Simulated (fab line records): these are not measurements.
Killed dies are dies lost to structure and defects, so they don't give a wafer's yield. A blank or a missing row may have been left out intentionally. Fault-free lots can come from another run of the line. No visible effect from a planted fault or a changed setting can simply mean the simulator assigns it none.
Which tool was responsible? :: flow n5-finfet :: 27 wafers from 9 lots sampled at 5 of the route's 1938 steps

== WHAT EACH GAUGE READ, for each wafer ==
N5_BEOL_M4_RC_MEAS_101.
lot: L872
measured: day 8 17:02
on: prober-01
DIBL_N (mV/V): 37.0 37.6 38.1

lot: L877
measured: day 10 04:57
on: prober-01
DIBL_N (mV/V): 38.6 37.5 37.1

lot: L878
measured: day 10 20:43
on: prober-01
DIBL_N (mV/V): 35.6 35.7 34.7

lot: L885
measured: day 11 17:25
on: prober-01
DIBL_N (mV/V): 38.2 37.9 35.0

lot: L884
measured: day 12 08:14
on: prober-02
DIBL_N (mV/V): 35.2 37.9 34.6

lot: L888
measured: day 12 16:11
on: prober-01
DIBL_N (mV/V): 36.1 39.8 37.8

lot: L889
measured: day 12 16:58
on: prober-01
DIBL_N (mV/V): 36.1 41.5 36.2

lot: L891
measured: day 13 12:01
on: prober-01
DIBL_N (mV/V): 36.6 37.0 37.5

lot: L893
measured: day 13 22:05
on: prober-01
DIBL_N (mV/V): 36.4 37.4 34.4

== TOOL THAT RAN EACH LOT (tool first, then ch and the chambers of the sampled wafers, then the start) ==
lot: L872
N5_BEOL_M2_ETCH_70: rie-diel-01 ch 0,1, day 7 01:01
N5_BEOL_M2_TRENCH_ETCH_37: rie-diel-01 ch 0,1, day 7 01:13
N5_BEOL_M2_PRE_CLEAN_45: pvd-sputter-01, day 7 01:44
N5_BEOL_M2_SPUTTER_48: pvd-sputter-01, day 7 03:47

lot: L877
N5_BEOL_M2_ETCH_70: rie-diel-03 ch 0,1,3, day 8 23:14
N5_BEOL_M2_TRENCH_ETCH_37: rie-diel-03 ch 0,1,3, day 8 23:26
N5_BEOL_M2_PRE_CLEAN_45: pvd-sputter-01, day 9 00:05
N5_BEOL_M2_SPUTTER_48: pvd-sputter-02, day 9 01:59

lot: L878
N5_BEOL_M2_ETCH_70: rie-diel-05 ch 0,1,2, day 9 05:56
N5_BEOL_M2_TRENCH_ETCH_37: rie-diel-05 ch 0,1,2, day 9 06:08
N5_BEOL_M2_PRE_CLEAN_45: pvd-sputter-01, day 9 06:52
N5_BEOL_M2_SPUTTER_48: pvd-sputter-03, day 9 08:05

lot: L885
N5_BEOL_M2_ETCH_70: rie-diel-05 ch 1,2,3, day 10 11:33
N5_BEOL_M2_TRENCH_ETCH_37: rie-diel-05 ch 1,2,3, day 10 11:46
N5_BEOL_M2_PRE_CLEAN_45: pvd-sputter-03, day 10 12:31
N5_BEOL_M2_SPUTTER_48: pvd-sputter-01, day 10 14:57

lot: L884
N5_BEOL_M2_ETCH_70: rie-diel-05 ch 0,1,3, day 10 19:19
N5_BEOL_M2_TRENCH_ETCH_37: rie-diel-05 ch 0,1,3, day 10 19:31
N5_BEOL_M2_PRE_CLEAN_45: pvd-sputter-02, day 10 20:22
N5_BEOL_M2_SPUTTER_48: pvd-sputter-01, day 10 21:02

lot: L888
N5_BEOL_M2_ETCH_70: rie-diel-01 ch 0,1,3, day 11 09:40
N5_BEOL_M2_TRENCH_ETCH_37: rie-diel-01 ch 0,1,3, day 11 09:52
N5_BEOL_M2_PRE_CLEAN_45: pvd-sputter-01, day 11 10:44
N5_BEOL_M2_SPUTTER_48: pvd-sputter-01, day 11 11:38

lot: L889
N5_BEOL_M2_ETCH_70: rie-diel-03 ch 0,2,3, day 11 12:59
N5_BEOL_M2_TRENCH_ETCH_37: rie-diel-03 ch 0,2,3, day 11 13:11
N5_BEOL_M2_PRE_CLEAN_45: pvd-sputter-01, day 11 14:07
N5_BEOL_M2_SPUTTER_48: pvd-sputter-01, day 11 16:15

lot: L891
N5_BEOL_M2_ETCH_70: rie-diel-01 ch 1,2, day 12 07:09
N5_BEOL_M2_TRENCH_ETCH_37: rie-diel-01 ch 1,2, day 12 07:21
N5_BEOL_M2_PRE_CLEAN_45: pvd-sputter-03, day 12 07:49
N5_BEOL_M2_SPUTTER_48: pvd-sputter-02, day 12 08:38

lot: L893
N5_BEOL_M2_ETCH_70: rie-diel-01 ch 0,1, day 12 18:08
N5_BEOL_M2_TRENCH_ETCH_37: rie-diel-01 ch 0,1, day 12 18:21
N5_BEOL_M2_PRE_CLEAN_45: pvd-sputter-02, day 12 19:28
N5_BEOL_M2_SPUTTER_48: pvd-sputter-02, day 12 20:16
- N5_BEOL_M2_ETCH_70: etches SOC in N2/H2, target depth 80 nm, overetch 24 nm, time 130 s.
- N5_BEOL_M2_TRENCH_ETCH_37: etches SiOC in C4F6/O2, target depth 55.555 nm, time 29.2 s.
- N5_BEOL_M2_PRE_CLEAN_45: time 30 s.
- N5_BEOL_M2_SPUTTER_48: material Cu, target thk 4.5 nm, time 8.29 s.

== THE ANSWER, worked out from the rows above alone ==
Rule: the usual values come from the lots themselves. Put in order of their means at a reading, lots are off if they are a third of the lots or fewer, leave a main group of 4 or more, and stand apart from it by a gap of 3 or more times the standard deviation of the main group's means; of several such gaps the widest counts. If all means in a main group match to the digits the tables above print for the reading, that group is not used. Also off: a lot with no number at a reading for which 4 or more lots have one. Any other lot the step has rows for is counted as sound.
None of the lots is off at any reading shown; this tells nothing.

== WHAT WAS PUT IN BY THE SIMULATOR ==
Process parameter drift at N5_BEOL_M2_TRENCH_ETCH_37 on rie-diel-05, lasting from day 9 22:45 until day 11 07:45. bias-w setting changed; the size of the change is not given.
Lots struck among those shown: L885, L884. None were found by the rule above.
